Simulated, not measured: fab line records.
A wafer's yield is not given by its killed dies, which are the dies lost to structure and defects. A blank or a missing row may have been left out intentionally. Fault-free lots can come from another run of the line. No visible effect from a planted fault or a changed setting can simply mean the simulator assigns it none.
The tool behind it: which one? || flow n5 finfet || 36 wafers from 12 lots sampled at 2 of the route's 1938 steps

## WHAT EACH GAUGE READ, for each wafer
N5_BEOL_M7_OVL_MEAS_12.
{"lot": "L075", "measured": "day 9 03:28", "on": "overlay-02", "M7_OVL (nm)": "0.6 0.2 -0.3"}
{"lot": "L077", "measured": "day 9 11:59", "on": "overlay-02", "M7_OVL (nm)": "-0.4 -0.9 -0.1"}
{"lot": "L080", "measured": "day 10 06:01", "on": "overlay-01", "M7_OVL (nm)": "-2.2 -1.3 -0.5"}
{"lot": "L081", "measured": "day 10 09:10", "on": "overlay-01", "M7_OVL (nm)": "0.0 1.0 0.4"}
{"lot": "L083", "measured": "day 11 09:14", "on": "overlay-02", "M7_OVL (nm)": "0.5 0.2 -1.0"}
{"lot": "L085", "measured": "day 11 14:38", "on": "overlay-02", "M7_OVL (nm)": "0.0 -1.1 0.1"}
{"lot": "L087", "measured": "day 11 17:37", "on": "overlay-02", "M7_OVL (nm)": "-0.9 -0.8 -0.5"}
{"lot": "L089", "measured": "day 12 15:56", "on": "overlay-02", "M7_OVL (nm)": "0.5 0.8 -0.5"}
{"lot": "L091", "measured": "day 13 10:59", "on": "overlay-02", "M7_OVL (nm)": "-1.1 -1.3 -2.1"}
{"lot": "L095", "measured": "day 14 07:05", "on": "overlay-01", "M7_OVL (nm)": "0.9 1.7 0.7"}
{"lot": "L097", "measured": "day 14 11:30", "on": "overlay-01", "M7_OVL (nm)": "-0.1 0.7 1.6"}
{"lot": "L096", "measured": "day 15 00:26", "on": "overlay-02", "M7_OVL (nm)": "-0.5 0.2 -0.4"}

## TOOL THAT RAN EACH LOT (tool first, then ch and the chambers of the sampled wafers, then the start)
{"lot": "L075", "N5_BEOL_M6_ALD_77": "ald metal-02 ch 0,1,3, day 8 21:31"}
{"lot": "L077", "N5_BEOL_M6_ALD_77": "ald metal-03 ch 0,1,2, day 9 08:18"}
{"lot": "L080", "N5_BEOL_M6_ALD_77": "ald metal-03 ch 0,1,3, day 10 02:31"}
{"lot": "L081", "N5_BEOL_M6_ALD_77": "ald metal-02 ch 0,1,2, day 10 05:40"}
{"lot": "L083", "N5_BEOL_M6_ALD_77": "ald metal-03 ch 0,1,3, day 11 05:01"}
{"lot": "L085", "N5_BEOL_M6_ALD_77": "ald metal-01 ch 0,1, day 11 09:27"}
{"lot": "L087", "N5_BEOL_M6_ALD_77": "ald metal-02 ch 1,2,3, day 11 13:16"}
{"lot": "L089", "N5_BEOL_M6_ALD_77": "ald metal-01 ch 2,3, day 12 12:41"}
{"lot": "L091", "N5_BEOL_M6_ALD_77": "ald metal-01 ch 0,2,3, day 13 06:09"}
{"lot": "L095", "N5_BEOL_M6_ALD_77": "ald metal-03 ch 1,3, day 14 02:14"}
{"lot": "L097", "N5_BEOL_M6_ALD_77": "ald metal-01 ch 0,1, day 14 04:52"}
{"lot": "L096", "N5_BEOL_M6_ALD_77": "ald metal-02 ch 0,1, day 14 19:12"}
- N5_BEOL_M6_ALD_77: deposits TaN, target thk 2 nm, pulse time 2 s, purge time 3 s.

## THE ANSWER, worked out from the rows above alone
Rule: usual is defined by the lots themselves. The widest of any qualifying gaps counts: lots, ordered by their means at a reading, are off when they make up no more than a third of the lots, leave a main group of 4 or more, and stand apart from it by 3 or more times the standard deviation of that group's means. If all means in a main group match to the digits the tables above print for the reading, that group is not used. Also off: a lot with no number at a reading for which 4 or more lots have one. Where the step has rows for the other lots, those lots are counted as sound.
Across all readings shown, no lot is off: no conclusion can be drawn from this.

## WHAT THE SIMULATOR HAD PUT IN
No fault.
